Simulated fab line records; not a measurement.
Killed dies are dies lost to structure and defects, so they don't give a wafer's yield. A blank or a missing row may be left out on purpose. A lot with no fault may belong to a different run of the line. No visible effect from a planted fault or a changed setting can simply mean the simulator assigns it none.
Matching of chambers -- flow n5_finfet -- N5_BEOL_M0_ETCH_109 on rie_diel-05: 4 sister chambers
The step etches SiCN in CH3F/O2, target depth 8 nm, overetch 2.4 nm, time 27.4 s. 22 wafers are shown with their chamber, then 11 later ones without.

EACH WAFER AND ITS CHAMBER
wafer,chamber,showerhead_plenum_p_Torr (Torr),drypump_motor_current_A (A),throttle_valve_pct (%)
L076.1,1,1.94,5.7,16.18
L076.3,0,1.95,6.2,16.49
L076.6,3,2.13,4.6,16.35
L078.3,3,2.12,4.6,16.34
L078.4,1,1.94,5.6,16.19
L078.5,0,1.95,6.2,16.51
L079.3,1,1.94,5.7,16.19
L079.4,0,1.95,6.1,16.52
L079.6,1,1.94,5.6,16.19
L074.1,3,2.12,4.6,16.35
L074.5,2,2.14,5.6,16.31
L074.6,3,2.12,4.6,16.35
L083.1,3,2.12,4.6,16.37
L083.2,1,1.94,5.7,16.20
L083.4,1,1.94,5.7,16.21
L085.2,3,2.12,4.6,16.39
L085.3,2,2.13,5.6,16.34
L085.6,1,1.94,5.7,16.21
L086.1,3,2.12,4.6,16.39
L086.3,0,1.95,6.2,16.51
L086.6,0,1.95,6.2,16.52
L090.1,0,1.94,6.2,16.52

SIGNATURES (means of the wafers above)
reading,chamber 0,chamber 1,chamber 2,chamber 3,scatter within a chamber
showerhead_plenum_p_Torr,1.9483,1.9400,2.1350,2.1214,0.00349
drypump_motor_current_A,6.183,5.671,5.600,4.600,0.0354
throttle_valve_pct,16.5117,16.1957,16.3250,16.3629,0.0157
Rule: for a wafer and a chamber, the distance is found by dividing, reading by reading, the gap between the wafer's reading and the chamber's mean by the reading's scatter, squaring, summing and taking the root. If the next closest chamber is less than 2 further off than the closest, the wafer can't be placed; otherwise it belongs to the closest. The scatter: take each reading less its chamber's mean, square it, sum over the shown wafers, divide by the number of wafers less the number of chambers, and take the root.

WAFERS MISSING THEIR CHAMBER
wafer,showerhead_plenum_p_Torr (Torr),drypump_motor_current_A (A),throttle_valve_pct (%)
L090.4,2.12,4.6,16.39
L090.5,2.12,4.7,16.38
L091.3,2.13,5.6,16.36
L091.5,2.11,4.6,16.40
L091.6,2.13,5.6,16.35
L092.3,1.94,6.2,16.53
L092.4,2.11,4.6,16.40
L092.6,1.94,6.2,16.53
L097.2,2.11,4.6,16.43
L097.4,1.94,6.2,16.56
L097.5,1.94,6.2,16.56

EACH ONE'S CHAMBER
wafer,from the rows above,in truth
L090.4,3,3
L090.5,3,3
L091.3,2,2
L091.5,3,3
L091.6,2,2
L092.3,0,0
L092.4,3,3
L092.6,0,0
L097.2,3,3
L097.4,0,0
L097.5,0,0
Placed correctly: 11 of 11. Number that these rows cannot place: 0. Placed wrongly: 0.
